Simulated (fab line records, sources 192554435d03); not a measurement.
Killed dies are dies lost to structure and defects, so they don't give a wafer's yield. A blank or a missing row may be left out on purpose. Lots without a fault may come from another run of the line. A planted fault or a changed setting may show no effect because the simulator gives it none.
Chamber matching | flow n5_finfet | N5_BEOL_M1_CO_CAP_55 on cvd_co-02: 3 sister chambers
The step material Co, precursor CCTBA/H2, target thk 2 nm, time 102.1 s. 6 wafers are shown with their chamber, then 12 later ones without.

WAFERS WITH THEIR CHAMBER
wafer  | chamber | heater_power_w (W)
L090.2 | 0       | 231
L090.4 | 2       | 257
L090.6 | 1       | 230
L092.4 | 2       | 248
L092.5 | 1       | 227
L092.6 | 0       | 228

WAFERS WITHOUT THEIR CHAMBER
wafer  | heater_power_w (W)
L093.2 | 228
L093.4 | 247
L093.5 | 225
L094.2 | 250
L094.4 | 229
L094.6 | 249
L096.2 | 228
L096.4 | 230
L096.6 | 249
L097.4 | 227
L097.5 | 253
L097.6 | 223

WHICH CHAMBER EACH WENT THROUGH
wafer  | from the rows above     | in truth
L093.2 | can't be placed: 1 or 0 | 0
L093.4 | 2                       | 2
L093.5 | can't be placed: 1 or 0 | 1
L094.2 | 2                       | 2
L094.4 | can't be placed: 0 or 1 | 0
L094.6 | 2                       | 2
L096.2 | can't be placed: 1 or 0 | 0
L096.4 | can't be placed: 0 or 1 | 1
L096.6 | 2                       | 2
L097.4 | can't be placed: 1 or 0 | 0
L097.5 | 2                       | 2
L097.6 | can't be placed: 1 or 0 | 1
Placed correctly: 5 of 12. Can't be placed from these rows: 7 (the true chamber is among the candidates in 7). Placed wrongly: 0.
How it was worked out, from the rows above alone: a wafer's distance from a chamber is the root of the sum, over the readings, of the square of ((its reading less the chamber's mean) divided by the reading's scatter). The wafer belongs to the nearest chamber; if the next one is less than 2 further off, it can't be placed. A chamber's mean is the mean of its shown wafers. The scatter: the root of (the sum of the squares of (reading less its chamber's mean) over the shown wafers, divided by (wafers less chambers)).
